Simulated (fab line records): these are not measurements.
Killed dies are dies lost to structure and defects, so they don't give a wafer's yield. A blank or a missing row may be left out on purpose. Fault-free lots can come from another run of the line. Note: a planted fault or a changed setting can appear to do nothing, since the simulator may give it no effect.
Which tool did it? | flow n5_finfet | 11 lots with 33 wafers sampled at 4 steps, on a route of 1938 steps

## WHAT THE GAUGES READ, wafer by wafer
Not one reading of a measure or inspect step in the record can be checked against a usual standard deviation.

## EACH LOT AND THE TOOL THAT RAN IT (in order: tool; ch and the chambers of the sampled wafers; start)
lot  | N5_ZERO_LAYER_PECVD_02         | N5_ZERO_LAYER_DESCUM_16           | N5_WELL_APT_IMPLANT_14         | N5_PMOS_HMC_CHANNEL_EPI_HM_DEP_34
L180 | pecvd-03 ch 1,2, day 1 12:17   | rie_diel-01 ch 0,1,2, day 1 13:00 | implanter-02 ch 0, day 1 14:22 | pecvd-04 ch 1,2, day 1 17:02
L181 | pecvd-04 ch 0,1,2, day 1 18:17 | rie_diel-01 ch 0,1,3, day 1 18:50 | implanter-01 ch 0, day 1 19:55 | pecvd-04 ch 0,1,2, day 1 23:04
L188 | pecvd-02 ch 1,2, day 3 12:17   | rie_diel-01 ch 0,2,3, day 3 12:41 | implanter-02 ch 0, day 3 14:23 | pecvd-04 ch 0,1,2, day 3 17:16
L189 | pecvd-03 ch 0,2, day 3 18:17   | rie_diel-01 ch 0,3, day 3 19:02   | implanter-02 ch 0, day 3 20:14 | pecvd-01 ch 1,2, day 3 23:05
L192 | pecvd-02 ch 0,2, day 4 12:17   | rie_diel-01 ch 2,3, day 4 12:48   | implanter-02 ch 0, day 4 14:35 | pecvd-04 ch 0,1,2, day 4 17:35
L193 | pecvd-04 ch 0,1,2, day 4 18:17 | rie_diel-02 ch 2,3, day 4 18:48   | implanter-01 ch 0, day 4 20:03 | pecvd-04 ch 1,2, day 4 22:50
L194 | pecvd-02 ch 0,1, day 5 00:17   | rie_diel-01 ch 1,2,3, day 5 00:41 | implanter-02 ch 0, day 5 01:52 | pecvd-04 ch 1,2, day 5 04:34
L195 | pecvd-04 ch 0,2, day 5 06:17   | rie_diel-04 ch 0,1,2, day 5 06:49 | implanter-01 ch 0, day 5 08:16 | pecvd-01 ch 0,2, day 5 11:17
L196 | pecvd-03 ch 0,2, day 5 12:17   | rie_diel-02 ch 0,1,2, day 5 13:20 | implanter-02 ch 0, day 5 14:34 | pecvd-01 ch 1,2, day 5 17:28
L200 | pecvd-04 ch 0,1,2, day 6 12:17 | rie_diel-01 ch 1,3, day 6 12:48   | implanter-01 ch 0, day 6 13:54 | pecvd-01 ch 1,2, day 6 16:47
L203 | pecvd-04 ch 0,1,2, day 7 06:17 | rie_diel-02 ch 0,2,3, day 7 07:07 | implanter-01 ch 0, day 7 08:19 | pecvd-04 ch 1,2, day 7 11:01
- N5_ZERO_LAYER_PECVD_02: deposits SiO2 from SiH4/N2O, target thk 10 nm, time 6 s.
- N5_ZERO_LAYER_DESCUM_16: chemistry O2, time 7.9 s.
- N5_WELL_APT_IMPLANT_14
- N5_PMOS_HMC_CHANNEL_EPI_HM_DEP_34: deposits SiO2 from TEOS/O2, target thk 36 nm, time 6.9 s.

## WHAT THE TOOLS THEMSELVES READ (means of the sampled wafers that have a number; where no wafer has one, the mark that the record gives instead)
N5_ZERO_LAYER_PECVD_02.
lot  | tool     | heater_power_w (W) | rf_fwd_power_W (W) | showerhead_plenum_p_Torr (Torr)
L180 | pecvd-03 | 867                | 271.2              | 8.15
L181 | pecvd-04 | 804                | 271.6              | 8.28
L188 | pecvd-02 | 737                | 272.4              | 8.23
L189 | pecvd-03 | 860                | 272.6              | 8.14
L192 | pecvd-02 | 699                | 271.3              | 8.21
L193 | pecvd-04 | 807                | 271.5              | 8.29
L194 | pecvd-02 | 693                | 272.6              | 8.21
L195 | pecvd-04 | 758                | 272.0              | 8.22
L196 | pecvd-03 | 801                | 272.0              | 8.14
L200 | pecvd-04 | 762                | 272.6              | 8.28
L203 | pecvd-04 | 761                | 271.2              | 8.29

N5_ZERO_LAYER_DESCUM_16.
lot  | tool        | chamber_pressure_mTorr (mTorr) | drypump_motor_current_A (A) | oes_product_au (a.u.) | rf_fwd_power_W (W) | rf_vpp_V (V) | showerhead_plenum_p_Torr (Torr) | throttle_valve_pct (%)
L180 | rie_diel-01 | 19.999                         | 5.4                         | 0.78                  | 49.50              | 244.0        | 2.16                            | 20.45
L181 | rie_diel-01 | 19.998                         | 5.3                         | 0.78                  | 49.37              | 245.7        | 2.19                            | 20.32
L188 | rie_diel-01 | 19.994                         | 5.0                         | 0.78                  | 49.33              | 244.0        | 2.17                            | 20.33
L189 | rie_diel-01 | 19.995                         | 4.9                         | 0.77                  | 49.28              | 244.9        | 2.19                            | 20.20
L192 | rie_diel-01 | 19.987                         | 4.8                         | 0.78                  | 49.71              | 244.0        | 2.13                            | 20.46
L193 | rie_diel-02 | 19.996                         | 5.0                         | 0.86                  | 49.50              | 245.5        | 2.22                            | 20.57
L194 | rie_diel-01 | 19.990                         | 5.1                         | 0.76                  | 49.39              | 243.9        | 2.15                            | 20.50
L195 | rie_diel-04 | 20.017                         | 5.9                         | 0.71                  | 49.33              | 242.8        | 2.08                            | 20.54
L196 | rie_diel-02 | 20.004                         | 5.0                         | 0.78                  | 49.65              | 244.7        | 2.19                            | 20.50
L200 | rie_diel-01 | 20.010                         | 5.0                         | 0.73                  | 49.46              | 244.0        | 2.17                            | 20.38
L203 | rie_diel-02 | 20.006                         | 5.1                         | 0.79                  | 49.57              | 243.8        | 2.19                            | 20.49

N5_WELL_APT_IMPLANT_14.
lot  | tool         | dose_ions_cm2 | faraday_current_uA
L180 | implanter-02 | 1.5009e+13    | 190
L181 | implanter-01 | 1.4984e+13    | 189
L188 | implanter-02 | 1.5007e+13    | 192
L189 | implanter-02 | 1.4991e+13    | 188
L192 | implanter-02 | 1.5010e+13    | 189
L193 | implanter-01 | 1.5007e+13    | 189
L194 | implanter-02 | 2.8104e+13    | 353
L195 | implanter-01 | 1.4998e+13    | 188
L196 | implanter-02 | 2.8085e+13    | 356
L200 | implanter-01 | 1.5019e+13    | 189
L203 | implanter-01 | 1.5008e+13    | 190

N5_PMOS_HMC_CHANNEL_EPI_HM_DEP_34.
lot  | tool     | heater_power_w (W) | rf_fwd_power_W (W) | showerhead_plenum_p_Torr (Torr) | throttle_valve_pct (%)
L180 | pecvd-04 | 559                | 884                | 8.37                            | 18.7
L181 | pecvd-04 | 565                | 886                | 8.37                            | 18.6
L188 | pecvd-04 | 538                | 886                | 8.38                            | 18.7
L189 | pecvd-01 | 529                | 881                | 8.35                            | 18.3
L192 | pecvd-04 | 533                | 885                | 8.37                            | 18.8
L193 | pecvd-04 | 525                | 885                | 8.40                            | 18.0
L194 | pecvd-04 | 506                | 887                | 8.39                            | 18.3
L195 | pecvd-01 | 592                | 889                | 8.34                            | 17.1
L196 | pecvd-01 | 614                | 885                | 8.37                            | 17.7
L200 | pecvd-01 | 515                | 881                | 8.36                            | 18.3
L203 | pecvd-04 | 491                | 886                | 8.39                            | 18.5

## THE ANSWER, worked out from the rows above alone
Rule: usual is defined by the lots themselves. Put in order of their means at a reading, lots are off if they are a third of the lots or fewer, leave a main group of 4 or more, and stand apart from it by a gap of 3 or more times the standard deviation of the main group's means; of several such gaps the widest counts. Not used: any main group whose means are identical at the precision the tables above print for the reading. A lot without any number at a reading at which 4 lots or more have one is off too. Any other lot the step has rows for is counted as sound. After the gauges, taken in route order, come the tools' own readings; for these a lot's mean is taken, as printed above. At the first step where some lot is off, the reading lying furthest off is the one used; lots without a number count as furthest.
Off: L194, L196 (N5_WELL_APT_IMPLANT_14, dose_ions_cm2). For the main group the mean is 1.5004e+13 and the standard deviation 1e+10.
A tool fits if, at that step or a process step before it, it ran every lot that is off, and no sound lot after the first of them. One fits: N5_WELL_APT_IMPLANT_14 on implanter-02. A fault onset in the window from L192 (day 4 14:35, its last sound lot) to L194 (day 5 01:52, its first lot off) fits.
The tool's own readings at N5_WELL_APT_IMPLANT_14 bear it out: on the lots that are off they differ by more than 5 times the standard deviation of the sound lots' means. dose_ions_cm2 reads 2.8094e+13 there against 1.5004e+13 on the sound lots; faraday_current_uA reads 354 there against 189 on the sound lots.

## WHAT HAD BEEN PUT IN BY THE SIMULATOR
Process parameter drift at N5_WELL_APT_IMPLANT_14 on implanter-02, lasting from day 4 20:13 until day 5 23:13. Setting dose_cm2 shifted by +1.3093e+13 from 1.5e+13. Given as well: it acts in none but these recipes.
Struck lots among those shown: L194, L196. This agrees with what the rule above found.
